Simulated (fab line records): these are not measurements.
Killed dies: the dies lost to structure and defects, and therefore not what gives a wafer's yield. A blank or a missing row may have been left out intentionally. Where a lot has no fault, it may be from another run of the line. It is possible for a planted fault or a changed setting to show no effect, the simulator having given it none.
Split-lot study | flow n5 finfet | on a route of 1938 steps: 7 lots, 21 wafers read

ABOUT THE SPLIT
At N5_BEOL_M10_COAT_22 (resist thk 90 nm), the setting spin rpm was moved away from the recipe's 1500 rpm on 7 of the 21 wafers read, by -5.1% to +10.7%. For the rest of the wafers, this setting stayed at what the recipe calls for.

FROM THE SPLIT TO THE READING: what the file shows between them, 2 steps
- N5_BEOL_M10_EXPOSE_25: exposes mask V9 (also split here: dose mj)
- N5_BEOL_M10_PEB_26: peb time 60 s

THE READING
CAR-ArF_of_BEOL_M10_COAT_22.thk nm (the simulator's own value, which no gauge read), in nm, at N5_BEOL_M10_DEVELOP_27 (develop time 30 s). The file does not state a usual value for it. The 14 wafers here that ran the recipe average 88.4 nm, standard deviation 0.23 nm.

wafer  | tool, chamber at the split | spin rpm as run, rpm | against the recipe | CAR-ArF_of_BEOL_M10_COAT_22.thk nm, nm | against lot-mates on the recipe
L075.1 | litho track-01, 0          | 1500                 | recipe             | 88.6                                   | -
L075.4 | litho track-01, 0          | 1500                 | recipe             | 88.6                                   | -
L075.3 | litho track-01, 0          | 1500                 | recipe             | 88.4                                   | -
L076.1 | litho track-04, 0          | 1500                 | recipe             | 88                                     | -
L076.6 | litho track-04, 0          | 1500                 | recipe             | 88                                     | -
L076.2 | litho track-04, 0          | 1500                 | recipe             | 88.4                                   | -
L077.2 | litho track-05, 0          | 1660                 | +10.7%             | 83.8                                   | -4.9
L077.5 | litho track-05, 0          | 1500                 | recipe             | 88.6                                   | -
L077.6 | litho track-05, 0          | 1500                 | recipe             | 88.8                                   | -
L080.4 | litho track-05, 0          | 1575                 | +5.0%              | 86                                     | -2.2
L080.6 | litho track-05, 0          | 1575                 | +5.0%              | 86                                     | -2.2
L080.5 | litho track-05, 0          | 1500                 | recipe             | 88.2                                   | -
L087.1 | litho track-05, 0          | 1500                 | recipe             | 88.2                                   | -
L087.2 | litho track-05, 0          | 1500                 | recipe             | 88.6                                   | -
L087.4 | litho track-05, 0          | 1500                 | recipe             | 88.4                                   | -
L089.2 | litho track-01, 0          | 1444                 | -3.7%              | 90                                     | +1.6
L089.5 | litho track-01, 0          | 1444                 | -3.7%              | 90                                     | +1.6
L089.3 | litho track-01, 0          | 1500                 | recipe             | 88.4                                   | -
L090.1 | litho track-05, 0          | 1423                 | -5.1%              | 90.6                                   | +2.0
L090.2 | litho track-05, 0          | 1423                 | -5.1%              | 91                                     | +2.4
L090.4 | litho track-05, 0          | 1500                 | recipe             | 88.6                                   | -

THE FIT
A straight line over all 21 wafers: CAR-ArF_of_BEOL_M10_COAT_22.thk nm changes by -0.449 nm for each +1% of spin rpm; r = -0.99; the points scatter about the line by 0.22 nm.
The same after taking each lot's own level away (the mean of its wafers on the recipe; 21 wafers): -0.445 nm for each +1%; r = -1.00; scatter 0.14 nm.
The reading moves by 4.7 nm for the largest change in spin rpm, on that fit.
From 88.13 to 88.70 nm: that is the span of the lots' own levels, equal to 2.4 times the standard deviation above.
So the lot-to-lot level changes the slope little: the two slopes agree.
Check: for one of the wafers moved furthest among these (+10.7%), held out of the fit, the line's prediction against its lot-mates is -4.63 nm. Against them it came out at -4.9 nm.

OTHER SPLITS APPLIED TO THESE WAFERS
Note: prior to the reading, these wafers also went through further splits. Each is held against what the fit with the lots' levels taken away leaves over:
other split on the same wafers    | wafers away from the commonest value | r with CAR-ArF_of_BEOL_M10_COAT_22.thk nm (lot level and that fit taken away)
N5_BEOL_M5_HM_DEP_02 target thk a | 11                                   | +0.04
N5_BEOL_M5_ETCH_41 source w       | 7                                    | +0.05
N5_BEOL_M7_PECVD_70 temp c        | 6                                    | -0.13
N5_BEOL_M7_HM_DEP_02 target thk a | 9                                    | +0.23
N5_BEOL_M7_DESCUM_33 time s       | 11                                   | +0.12
N5_BEOL_M7_VIA_ETCH_34 source w   | 6                                    | -0.01
N5_BEOL_M8_ETCH_65 source w       | 5                                    | +0.13
N5_BEOL_M10_EXPOSE_25 dose mj     | 8                                    | -0.01

THE WHOLE CHAIN: every reading that the file lists as answering this split, in the file's order
step                   | what it does      | reading                                                                             | change (the file's fit)               | r (the file's)
N5_BEOL_M10_COAT_22    | resist thk 90 nm  | CAR-ArF_of_BEOL_M10_COAT_22.thk nm (the simulator's own value, which no gauge read) | -0.455 nm for each +1% of the setting | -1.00
N5_BEOL_M10_DEVELOP_27 | develop time 30 s | CAR-ArF_of_BEOL_M10_COAT_22.thk nm (the simulator's own value, which no gauge read) | -0.45 nm for each +1% of the setting  | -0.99

FILE'S OWN FIT
CAR-ArF_of_BEOL_M10_COAT_22.thk nm changes by -0.45 nm for each +1% of spin rpm, r = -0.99.
